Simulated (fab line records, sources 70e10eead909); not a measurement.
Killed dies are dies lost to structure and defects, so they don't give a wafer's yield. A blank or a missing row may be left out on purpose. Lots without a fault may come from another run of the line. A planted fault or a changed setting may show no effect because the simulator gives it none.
Which tool did it? | flow nand_harc | 12 lots, 36 wafers sampled, at 6 steps of a route of 1302

WHAT THE GAUGES READ, wafer by wafer
NHARC_P_GATE_CD_MEAS_91: target cd 2000 nm. Usual: cd_nm 1999.9 nm, standard deviation 2.5.
lot  | measured     | on        | cd_nm (nm)           | flag
L126 | day 5 17:10  | cd_sem-01 | 1996.2 1996.4 1995.1 |
L129 | day 6 22:05  | cd_sem-01 | 2003.5 2003.4 2000.1 |
L130 | day 7 13:17  | cd_sem-01 | 2003.8 2000.0 2003.0 |
L131 | day 7 17:05  | cd_sem-02 | 2000.8 2002.4 2001.8 |
L132 | day 8 11:29  | cd_sem-02 | 2003.6 2000.4 2003.1 |
L133 | day 8 12:10  | cd_sem-02 | 2003.0 2000.3 2000.9 |
L134 | day 9 07:05  | cd_sem-01 | 1999.6 1999.9 2000.0 |
L135 | day 9 14:33  | cd_sem-02 | 2000.5 1999.2 1998.0 |
L146 | day 13 20:15 | cd_sem-02 | 2044.4 2048.2 2045.6 | OFF
L147 | day 14 08:23 | cd_sem-01 | 2044.8 2047.2 2048.8 | OFF
L148 | day 14 23:42 | cd_sem-01 | 1997.7 1997.4 1998.8 |
L149 | day 15 02:45 | cd_sem-02 | 2053.0 2052.7 2048.9 | OFF

NHARC_END_SORT_01. Usual: killed_at_array 57, standard deviation 18; killed_at_other 0.8, standard deviation 1; killed_at_periphery 3.9, standard deviation 2.8; killed_dies 62, standard deviation 18; killed_open 3.4, standard deviation 1.8; killed_short 2.2, standard deviation 1.6.
lot  | measured     | on        | killed_at_array | killed_at_other | killed_at_periphery | killed_dies | killed_open | killed_short | flag
L147 | day 33 15:46 | prober-01 | 35 44 26        | 0 0 1           | 10 10 8             | 45 54 35    | 3 3 3       | 4 3 5        |

WHICH TOOL RAN EACH LOT (tool, then ch and the chambers of the sampled wafers, then the start)
lot  | NHARC_P_GATE_ETCHBACK_37                      | NHARC_P_GATE_STRIP_76                | NHARC_P_GATE_EXPOSE_88            | NHARC_P_GATE_STRIP_113
L126 | rie_diel-05 ch 0,1, day 5 16:23 or earlier    | plasma_asher-01 ch 0,1, day 5 16:23  | krf_scanner-04 ch 0, day 5 17:01  | plasma_asher-01 ch 1, day 5 17:49
L129 | rie_diel-12 ch 0,3, day 6 21:18 or earlier    | plasma_asher-02 ch 0,1, day 6 21:18  | krf_scanner-04 ch 0, day 6 21:56  | plasma_asher-01 ch 0,1, day 6 22:50
L130 | rie_diel-05 ch 2,3, day 7 12:30 or earlier    | plasma_asher-01 ch 0,1, day 7 12:30  | krf_scanner-04 ch 0, day 7 13:08  | plasma_asher-02 ch 0,1, day 7 14:10
L131 | rie_diel-12 ch 2,3, day 7 16:17 or earlier    | plasma_asher-01 ch 0,1, day 7 16:17  | krf_scanner-04 ch 0, day 7 16:56  | plasma_asher-02 ch 0,1, day 7 17:37
L132 | rie_diel-06 ch 1,2, day 8 10:35 or earlier    | plasma_asher-01 ch 0,1, day 8 10:35  | krf_scanner-03 ch 0, day 8 11:21  | plasma_asher-01 ch 0,1, day 8 12:15
L133 | rie_diel-12 ch 1,2,3, day 8 11:15 or earlier  | plasma_asher-02 ch 0,1, day 8 11:15  | krf_scanner-04 ch 0, day 8 12:01  | plasma_asher-02 ch 0,1, day 8 12:49
L134 | rie_diel-05 ch 0,1,2, day 9 06:17 or earlier  | plasma_asher-02 ch 0,1, day 9 06:17  | krf_scanner-04 ch 0, day 9 06:56  | plasma_asher-02 ch 0,1, day 9 07:37
L135 | rie_diel-05 ch 0,1,3, day 9 13:46 or earlier  | plasma_asher-01 ch 0,1, day 9 13:46  | krf_scanner-04 ch 0, day 9 14:24  | plasma_asher-01 ch 0,1, day 9 15:06
L146 | rie_diel-05 ch 0,2, day 13 19:19 or earlier   | plasma_asher-02 ch 0,1, day 13 19:19 | krf_scanner-04 ch 0, day 13 20:05 | plasma_asher-02 ch 0,1, day 13 20:47
L147 | rie_diel-05 ch 0,1,2, day 14 07:37 or earlier | plasma_asher-01 ch 0,1, day 14 07:37 | krf_scanner-04 ch 0, day 14 08:14 | plasma_asher-01 ch 0,1, day 14 09:20
L148 | rie_diel-06 ch 0,1,2, day 14 22:47 or earlier | plasma_asher-01 ch 0,1, day 14 22:47 | krf_scanner-03 ch 0, day 14 23:33 | plasma_asher-01 ch 0,1, day 15 00:21
L149 | rie_diel-06 ch 2,3, day 15 01:50 or earlier   | plasma_asher-02 ch 0,1, day 15 01:50 | krf_scanner-04 ch 0, day 15 02:36 | plasma_asher-02 ch 0,1, day 15 03:24
- NHARC_P_GATE_ETCHBACK_37: etches the open film in CHF3/O2, target depth 34.5 nm, time 17.2 s.
- NHARC_P_GATE_STRIP_76: strips in O2.
- NHARC_P_GATE_EXPOSE_88: exposes mask P HVN, target cd 2000 nm.
- NHARC_P_GATE_STRIP_113: strips in N2/H2, time 740 s.

WHAT THE TOOLS THEMSELVES READ (means of the sampled wafers that have a number; where no wafer has one, the mark that the record gives instead)
NHARC_P_GATE_ETCHBACK_37. Usual: drypump_motor_current_A 5.8 A, standard deviation 0.38; o2_flow_sccm 10.001 sccm, standard deviation 0.028; oes_product_au 0.95 a.u., standard deviation 0.033; rf_vpp_V 371.1 V, standard deviation 2.4; showerhead_plenum_p_Torr 2.42 Torr, standard deviation 0.1; throttle_valve_pct 20.572 %, standard deviation 0.01.
lot  | tool        | drypump_motor_current_A (A) | o2_flow_sccm (sccm) | oes_product_au (a.u.) | rf_vpp_V (V) | showerhead_plenum_p_Torr (Torr) | throttle_valve_pct (%) | flag
L126 | rie_diel-05 | 6.1                         | 10.012              | 0.93                  | 370.2        | 2.40                            | 20.575                 |
L129 | rie_diel-12 | 6.3                         | 9.965               | 0.94                  | 373.7        | 2.54                            | 20.575                 |
L130 | rie_diel-05 | 6.1                         | 9.982               | 1.00                  | 372.6        | 2.50                            | 20.584                 |
L131 | rie_diel-12 | 6.1                         | 10.009              | 0.96                  | 369.5        | 2.35                            | 20.570                 |
L132 | rie_diel-06 | 5.4                         | 9.999               | 0.95                  | 368.2        | 2.31                            | 20.573                 |
L133 | rie_diel-12 | 6.1                         | 10.015              | 0.92                  | 371.0        | 2.42                            | 20.573                 |
L134 | rie_diel-05 | 5.9                         | 9.971               | 0.92                  | 370.1        | 2.38                            | 20.572                 |
L135 | rie_diel-05 | 6.2                         | 9.989               | 1.00                  | 372.3        | 2.46                            | 20.565                 |
L146 | rie_diel-05 | 5.7                         | 9.962               | 1.01                  | 369.5        | 2.35                            | 20.572                 |
L147 | rie_diel-05 | 5.9                         | 10.022              | 0.93                  | 369.9        | 2.38                            | 20.559                 |
L148 | rie_diel-06 | 5.4                         | 10.010              | 0.93                  | 369.6        | 2.37                            | 20.562                 |
L149 | rie_diel-06 | 5.6                         | 10.002              | 1.01                  | 369.4        | 2.34                            | 20.577                 |

NHARC_P_GATE_STRIP_76. Usual: drypump_motor_current_A 5.85 A, standard deviation 0.23; heater_power_w 317 W, standard deviation 30.
lot  | tool            | drypump_motor_current_A (A) | heater_power_w (W) | flag
L126 | plasma_asher-01 | 6.05                        | 309                |
L129 | plasma_asher-02 | 5.69                        | 321                |
L130 | plasma_asher-01 | 6.01                        | 334                |
L131 | plasma_asher-01 | 6.00                        | 335                |
L132 | plasma_asher-01 | 6.05                        | 293                |
L133 | plasma_asher-02 | 5.58                        | 326                |
L134 | plasma_asher-02 | 5.69                        | 319                |
L135 | plasma_asher-01 | 6.06                        | 292                |
L146 | plasma_asher-02 | 5.69                        | 322                |
L147 | plasma_asher-01 | 6.00                        | 319                |
L148 | plasma_asher-01 | 6.00                        | 324                |
L149 | plasma_asher-02 | 5.71                        | 324                |

NHARC_P_GATE_EXPOSE_88. Usual: exposure_dose_mJ_cm2 11.868, standard deviation 0.012.
lot  | tool           | exposure_dose_mJ_cm2 | flag
L126 | krf_scanner-04 | 11.868               |
L129 | krf_scanner-04 | 11.863               |
L130 | krf_scanner-04 | 11.877               |
L131 | krf_scanner-04 | 11.847               |
L132 | krf_scanner-03 | 11.872               |
L133 | krf_scanner-04 | 11.877               |
L134 | krf_scanner-04 | 11.877               |
L135 | krf_scanner-04 | 11.868               |
L146 | krf_scanner-04 | 15.781               | OFF
L147 | krf_scanner-04 | 15.772               | OFF
L148 | krf_scanner-03 | 11.874               |
L149 | krf_scanner-04 | 15.783               | OFF

NHARC_P_GATE_STRIP_113. Usual: drypump_motor_current_A 5.82 A, standard deviation 0.24; heater_power_w 85 W, standard deviation 7.6.
lot  | tool            | drypump_motor_current_A (A) | heater_power_w (W) | flag
L126 | plasma_asher-01 | 6.08                        | 77                 |
L129 | plasma_asher-01 | 6.04                        | 82                 |
L130 | plasma_asher-02 | 5.71                        | 87                 |
L131 | plasma_asher-02 | 5.57                        | 87                 |
L132 | plasma_asher-01 | 6.01                        | 87                 |
L133 | plasma_asher-02 | 5.58                        | 86                 |
L134 | plasma_asher-02 | 5.60                        | 87                 |
L135 | plasma_asher-01 | 6.01                        | 87                 |
L146 | plasma_asher-02 | 5.70                        | 86                 |
L147 | plasma_asher-01 | 6.02                        | 87                 |
L148 | plasma_asher-01 | 6.05                        | 80                 |
L149 | plasma_asher-02 | 5.58                        | 89                 |

THE ANSWER, worked out from the rows above alone
Rule: a lot is off if the mean of its wafers that have a number lies more than 3 standard deviations from the usual mean. A lot without any number at a reading at which 4 lots or more have one is off too. The other lots that the step has rows for count as sound. The gauges are gone through in route order, then the tools' own readings, and for those a lot's mean is taken as printed above. The first step at which some lot is off is used, and at that step the reading that is off furthest; a lot without a number counts as furthest.
Off: L146, L147, L149, at NHARC_P_GATE_CD_MEAS_91 (cd_nm).
A tool fits if, at a process step before that reading, it ran every lot that is off, and no sound lot after the first of them. The gauges at NHARC_P_GATE_CD_MEAS_91 aren't tried: what is off there is off at NHARC_P_GATE_EXPOSE_88 too, on other tools, and a gauge's error can't cause that. NHARC_P_GATE_ETCHBACK_37 gives no start for some lots, so the hours and the order of its lots are those of NHARC_P_GATE_STRIP_76. One fits: krf_scanner-04 at NHARC_P_GATE_EXPOSE_88. Its last sound lot is L135 (day 9 14:24), its first lot that is off L146 (day 13 20:05): a fault that began between those two fits.
The tool's own readings at NHARC_P_GATE_EXPOSE_88 bear it out: on the lots that are off they differ by more than 5 times the standard deviation of the sound lots' means. exposure_dose_mJ_cm2 reads 15.779 there against 11.869 on the sound lots.

WHAT THE SIMULATOR HAD PUT IN
Process parameter drift: krf_scanner-04, from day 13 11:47 on, at NHARC_P_GATE_EXPOSE_88. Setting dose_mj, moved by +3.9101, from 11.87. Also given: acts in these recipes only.
Lots struck among those shown: L146, L147, L149. The rule above found the same.
